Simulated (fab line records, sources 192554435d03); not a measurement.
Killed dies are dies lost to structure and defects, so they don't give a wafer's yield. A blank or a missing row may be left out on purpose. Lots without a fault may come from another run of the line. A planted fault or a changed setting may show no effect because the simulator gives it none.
Which tool did it? | flow n5_finfet | 24 lots, 72 wafers sampled, at 5 steps of a route of 1938

WHAT THE GAUGES READ, wafer by wafer
N5_BEOL_M8_THK_MEAS_01. Usual: M8_ILD_THK 154.5 nm, standard deviation 2.
lot  | measured     | on            | M8_ILD_THK (nm)   | flag
L074 | day 10 23:47 | film_metro-02 | 153.3 155.1 156.1 |
L076 | day 11 01:01 | film_metro-02 | 153.8 152.7 157.9 |
L075 | day 11 05:19 | film_metro-02 | 153.1 155.4 155.6 |
L077 | day 11 10:11 | film_metro-02 | 153.3 155.5 156.2 |
L078 | day 11 19:23 | film_metro-02 | 154.1 157.2 158.6 |
L079 | day 12 05:33 | film_metro-01 | 151.5 155.4 153.5 |
L081 | day 12 07:52 | film_metro-02 | 153.3 154.7 154.7 |
L080 | day 12 08:05 | film_metro-01 | 152.8 154.1 158.5 |
L082 | day 12 16:09 | film_metro-01 | 153.5 155.6 155.2 |
L085 | day 12 22:57 | film_metro-01 | 152.9 155.5 156.7 |
L083 | day 13 00:25 | film_metro-02 | 154.0 153.4 157.4 |
L084 | day 13 11:54 | film_metro-02 | 154.3 159.4 156.7 |
L087 | day 13 17:40 | film_metro-01 | 148.8 154.3 154.1 |
L089 | day 13 19:37 | film_metro-01 | 151.9 152.8 153.3 |
L086 | day 13 19:48 | film_metro-02 | 155.4 157.9 154.7 |
L088 | day 14 12:10 | film_metro-02 | 151.7 151.3 157.8 |
L090 | day 14 16:44 | film_metro-01 | 153.4 158.1 153.7 |
L091 | day 15 07:33 | film_metro-02 | 150.4 151.7 153.2 |
L092 | day 15 10:19 | film_metro-01 | 156.5 153.9 155.0 |
L093 | day 15 16:28 | film_metro-01 | 151.9 157.2 155.0 |
L094 | day 15 16:53 | film_metro-01 | 153.5 156.0 154.2 |
L095 | day 15 17:21 | film_metro-01 | 155.0 154.9 158.3 |
L096 | day 15 17:52 | film_metro-01 | 151.6 152.5 155.6 |
L097 | day 16 14:02 | film_metro-02 | 151.5 152.6 157.0 |

N5_BEOL_M8_CD_MEAS_35: target cd 40 nm. Usual: cd_nm 39.9 nm, standard deviation 0.61.
lot  | measured     | on        | cd_nm (nm)     | flag
L074 | day 11 06:23 | cd_sem-02 | 39.8 39.1 39.5 |
L076 | day 11 06:26 | cd_sem-03 | 40.6 40.7 40.7 |
L075 | day 11 07:58 | cd_sem-02 | 39.5 40.0 40.7 |
L077 | day 11 16:11 | cd_sem-03 | 40.6 39.5 40.7 |
L078 | day 11 23:59 | cd_sem-01 | 40.4 40.2 40.1 |
L079 | day 12 12:52 | cd_sem-01 | 40.1 40.1 40.9 |
L081 | day 12 14:26 | cd_sem-03 | 39.9 40.4 39.6 |
L080 | day 12 17:58 | cd_sem-01 | 38.4 40.1 40.4 |
L082 | day 12 20:31 | cd_sem-01 | 40.4 40.7 40.8 |
L085 | day 13 02:32 | cd_sem-02 | 39.9 39.6 39.5 |
L083 | day 13 06:02 | cd_sem-02 | 39.9 39.0 40.0 |
L084 | day 13 16:43 | cd_sem-02 | 39.2 39.9 40.2 |
L087 | day 13 22:38 | cd_sem-01 | 39.4 39.9 40.6 |
L089 | day 14 00:59 | cd_sem-02 | 40.2 40.3 40.3 |
L086 | day 14 03:20 | cd_sem-01 | 39.6 39.5 39.3 |
L088 | day 14 17:52 | cd_sem-02 | 40.6 40.0 40.3 |
L090 | day 14 21:28 | cd_sem-02 | 39.3 39.7 39.8 |
L091 | day 15 11:17 | cd_sem-01 | 39.1 40.5 40.1 |
L092 | day 15 14:10 | cd_sem-02 | 38.5 38.3 38.7 |
L093 | day 15 23:08 | cd_sem-02 | 40.0 40.3 40.0 |
L094 | day 16 02:17 | cd_sem-03 | 39.3 40.0 39.7 |
L095 | day 16 02:47 | cd_sem-03 | 40.4 39.8 39.2 |
L096 | day 16 02:41 | cd_sem-03 | 40.2 40.0 38.9 |
L097 | day 16 23:09 | cd_sem-03 | 40.0 39.3 39.7 |

WHICH TOOL RAN EACH LOT (tool, then ch and the chambers of the sampled wafers, then the start)
lot  | N5_BEOL_M7_SURFACE_TREAT_79  | N5_BEOL_M7_SPUTTER_48        | N5_BEOL_M8_ETCH_65
L074 | pvd_sputter-03, day 10 20:53 | pvd_sputter-02, day 10 21:19 | rie_diel-03 ch 1,3, day 11 05:52
L076 | pvd_sputter-03, day 10 23:12 | pvd_sputter-02, day 10 23:26 | rie_diel-01 ch 0,1,3, day 11 05:54
L075 | pvd_sputter-03, day 11 02:53 | pvd_sputter-03, day 11 03:04 | rie_diel-03 ch 0,1, day 11 07:25
L077 | pvd_sputter-02, day 11 08:06 | pvd_sputter-03, day 11 08:18 | rie_diel-05 ch 1,3, day 11 15:40
L078 | pvd_sputter-01, day 11 17:28 | pvd_sputter-01, day 11 17:43 | rie_diel-05 ch 1,2,3, day 11 23:27
L079 | pvd_sputter-03, day 12 03:02 | pvd_sputter-03, day 12 03:19 | rie_diel-01 ch 0,2,3, day 12 12:20
L081 | pvd_sputter-01, day 12 05:54 | pvd_sputter-03, day 12 06:06 | rie_diel-01 ch 1,3, day 12 13:54
L080 | pvd_sputter-03, day 12 05:58 | pvd_sputter-01, day 12 06:18 | rie_diel-01 ch 0,1,3, day 12 17:26
L082 | pvd_sputter-01, day 12 14:24 | pvd_sputter-02, day 12 14:34 | rie_diel-05 ch 0,1,3, day 12 19:59
L085 | pvd_sputter-03, day 12 19:49 | pvd_sputter-01, day 12 20:13 | rie_diel-05 ch 0,2, day 13 01:52
L083 | pvd_sputter-02, day 12 22:13 | pvd_sputter-02, day 12 22:29 | rie_diel-03 ch 1,2,3, day 13 05:31
L084 | pvd_sputter-02, day 13 09:41 | pvd_sputter-01, day 13 09:52 | rie_diel-01 ch 0,2, day 13 16:11
L087 | pvd_sputter-01, day 13 15:14 | pvd_sputter-03, day 13 15:29 | rie_diel-01 ch 0,2,3, day 13 22:01
L089 | pvd_sputter-03, day 13 16:03 | pvd_sputter-03, day 13 16:34 | rie_diel-01 ch 1,2,3, day 14 00:27
L086 | pvd_sputter-01, day 13 16:31 | pvd_sputter-03, day 13 16:46 | rie_diel-03 ch 1,3, day 14 02:49
L088 | pvd_sputter-01, day 14 09:58 | pvd_sputter-01, day 14 10:13 | rie_diel-05 ch 2,3, day 14 17:20
L090 | pvd_sputter-02, day 14 14:25 | pvd_sputter-02, day 14 14:39 | rie_diel-01 ch 1,3, day 14 20:56
L091 | pvd_sputter-02, day 15 04:48 | pvd_sputter-01, day 15 05:48 | rie_diel-01 ch 1,3, day 15 10:45
L092 | pvd_sputter-03, day 15 07:41 | pvd_sputter-02, day 15 07:55 | rie_diel-05 ch 0,1,3, day 15 13:38
L093 | pvd_sputter-03, day 15 13:14 | pvd_sputter-01, day 15 14:07 | rie_diel-05 ch 1,2,3, day 15 22:37
L094 | pvd_sputter-01, day 15 14:12 | pvd_sputter-01, day 15 14:34 | rie_diel-01 ch 1,2,3, day 16 01:45
L095 | pvd_sputter-02, day 15 15:22 | pvd_sputter-01, day 15 15:35 | rie_diel-05 ch 0,2,3, day 16 02:15
L096 | pvd_sputter-01, day 15 15:47 | pvd_sputter-02, day 15 16:03 | rie_diel-01 ch 1,2, day 16 02:09
L097 | pvd_sputter-02, day 16 11:53 | pvd_sputter-01, day 16 12:17 | rie_diel-03 ch 2,3, day 16 22:37
- N5_BEOL_M7_SURFACE_TREAT_79
- N5_BEOL_M7_SPUTTER_48: material Cu, target thk 10 nm, time 1.667 s.
- N5_BEOL_M8_ETCH_65: etches SiARC in CF4, target depth 15.6 nm, time 26 s.

WHAT THE TOOLS THEMSELVES READ (means of the sampled wafers that have a number; where no wafer has one, the mark that the record gives instead)
N5_BEOL_M7_SPUTTER_48. Usual: chuck_sensor_temp_C -16.0 C, standard deviation 0.54; throttle_valve_pct 30.1 %, standard deviation 1.5.
lot  | tool           | chuck_sensor_temp_C (C) | throttle_valve_pct (%) | flag
L074 | pvd_sputter-02 | -15.7                   | 28.6                   |
L076 | pvd_sputter-02 | -15.8                   | 30.4                   |
L075 | pvd_sputter-03 | -16.7                   | 29.1                   |
L077 | pvd_sputter-03 | -16.4                   | 29.7                   |
L078 | pvd_sputter-01 | -15.5                   | 30.7                   |
L079 | pvd_sputter-03 | -16.6                   | 29.1                   |
L081 | pvd_sputter-03 | -16.5                   | 29.5                   |
L080 | pvd_sputter-01 | -15.7                   | 31.3                   |
L082 | pvd_sputter-02 | -16.0                   | 28.7                   |
L085 | pvd_sputter-01 | -15.7                   | 30.4                   |
L083 | pvd_sputter-02 | -15.7                   | 30.5                   |
L084 | pvd_sputter-01 | -16.0                   | 31.2                   |
L087 | pvd_sputter-03 | -16.4                   | 29.5                   |
L089 | pvd_sputter-03 | -16.6                   | 29.6                   |
L086 | pvd_sputter-03 | -16.5                   | 28.8                   |
L088 | pvd_sputter-01 | -15.6                   | 30.4                   |
L090 | pvd_sputter-02 | -15.5                   | 29.4                   |
L091 | pvd_sputter-01 | -15.8                   | 31.4                   |
L092 | pvd_sputter-02 | -16.1                   | 30.2                   |
L093 | pvd_sputter-01 | -15.6                   | 29.8                   |
L094 | pvd_sputter-01 | -15.8                   | 31.4                   |
L095 | pvd_sputter-01 | -16.2                   | 31.7                   |
L096 | pvd_sputter-02 | -15.9                   | 29.8                   |
L097 | pvd_sputter-01 | -15.7                   | 31.3                   |

N5_BEOL_M8_ETCH_65. Usual: drypump_motor_current_A 5.7 A, standard deviation 0.42; etch_rf_on_time_s 25.8 s, standard deviation 0.68; oes_product_au 0.71 a.u., standard deviation 0.046; rf_vpp_V 184.0 V, standard deviation 1.4; showerhead_plenum_p_Torr 2.14 Torr, standard deviation 0.098; throttle_valve_pct 15.59 %, standard deviation 0.2.
lot  | tool        | drypump_motor_current_A (A) | etch_rf_on_time_s (s) | oes_product_au (a.u.) | rf_vpp_V (V) | showerhead_plenum_p_Torr (Torr) | throttle_valve_pct (%) | flag
L074 | rie_diel-03 | 5.8                         | 25.8                  | 0.68                  | 184.5        | 2.20                            | 15.55                  |
L076 | rie_diel-01 | 5.9                         | 25.7                  | 0.73                  | 183.9        | 2.15                            | 15.63                  |
L075 | rie_diel-03 | 5.5                         | 25.8                  | 0.76                  | 185.6        | 2.27                            | 15.36                  |
L077 | rie_diel-05 | 5.5                         | 25.3                  | 0.78                  | 184.3        | 2.17                            | 15.55                  |
L078 | rie_diel-05 | 5.6                         | 26.1                  | 0.74                  | 185.4        | 2.18                            | 15.54                  |
L079 | rie_diel-01 | 5.8                         | 25.8                  | 0.72                  | 183.9        | 2.15                            | 15.58                  |
L081 | rie_diel-01 | 6.0                         | 24.8                  | 0.73                  | 183.4        | 2.15                            | 15.62                  |
L080 | rie_diel-01 | 5.9                         | 25.4                  | 0.72                  | 184.4        | 2.15                            | 15.65                  |
L082 | rie_diel-05 | 5.5                         | 25.8                  | 0.72                  | 182.4        | 2.09                            | 15.67                  |
L085 | rie_diel-05 | 5.6                         | 26.4                  | 0.65                  | 182.4        | 2.05                            | 15.79                  |
L083 | rie_diel-03 | 5.9                         | 26.0                  | 0.70                  | 184.8        | 2.21                            | 15.53                  |
L084 | rie_diel-01 | 5.4                         | 26.2                  | 0.71                  | 183.0        | 2.08                            | 15.49                  |
L087 | rie_diel-01 | 5.7                         | 25.9                  | 0.71                  | 184.0        | 2.14                            | 15.61                  |
L089 | rie_diel-01 | 5.8                         | 25.3                  | 0.72                  | 184.1        | 2.14                            | 15.58                  |
L086 | rie_diel-03 | 6.1                         | 25.2                  | 0.62                  | 184.5        | 2.15                            | 15.56                  |
L088 | rie_diel-05 | 5.6                         | 26.0                  | 0.72                  | 185.6        | 2.21                            | 15.61                  |
L090 | rie_diel-01 | 6.3                         | 25.1                  | 0.71                  | 184.8        | 2.21                            | 15.79                  |
L091 | rie_diel-01 | 6.3                         | 25.0                  | 0.70                  | 184.3        | 2.21                            | 15.81                  |
L092 | rie_diel-05 | 5.6                         | 26.2                  | 0.69                  | 183.2        | 2.08                            | 15.73                  |
L093 | rie_diel-05 | 5.6                         | 26.1                  | 0.70                  | 185.4        | 2.17                            | 15.60                  |
L094 | rie_diel-01 | 5.8                         | 24.8                  | 0.70                  | 184.2        | 2.14                            | 15.64                  |
L095 | rie_diel-05 | 5.6                         | 26.3                  | 0.67                  | 184.5        | 2.13                            | 15.74                  |
L096 | rie_diel-01 | 5.3                         | 25.4                  | 0.71                  | 183.6        | 2.07                            | 15.45                  |
L097 | rie_diel-03 | 5.9                         | 26.7                  | 0.75                  | 185.0        | 2.21                            | 15.37                  |

THE ANSWER, worked out from the rows above alone
Rule: a lot is off if the mean of its wafers that have a number lies more than 3 standard deviations from the usual mean. A lot without any number at a reading at which 4 lots or more have one is off too. The other lots that the step has rows for count as sound. The gauges are gone through in route order, then the tools' own readings, and for those a lot's mean is taken as printed above. The first step at which some lot is off is used, and at that step the reading that is off furthest; a lot without a number counts as furthest.
No lot is off at any reading shown: from this, nothing can be told.

WHAT THE SIMULATOR HAD PUT IN
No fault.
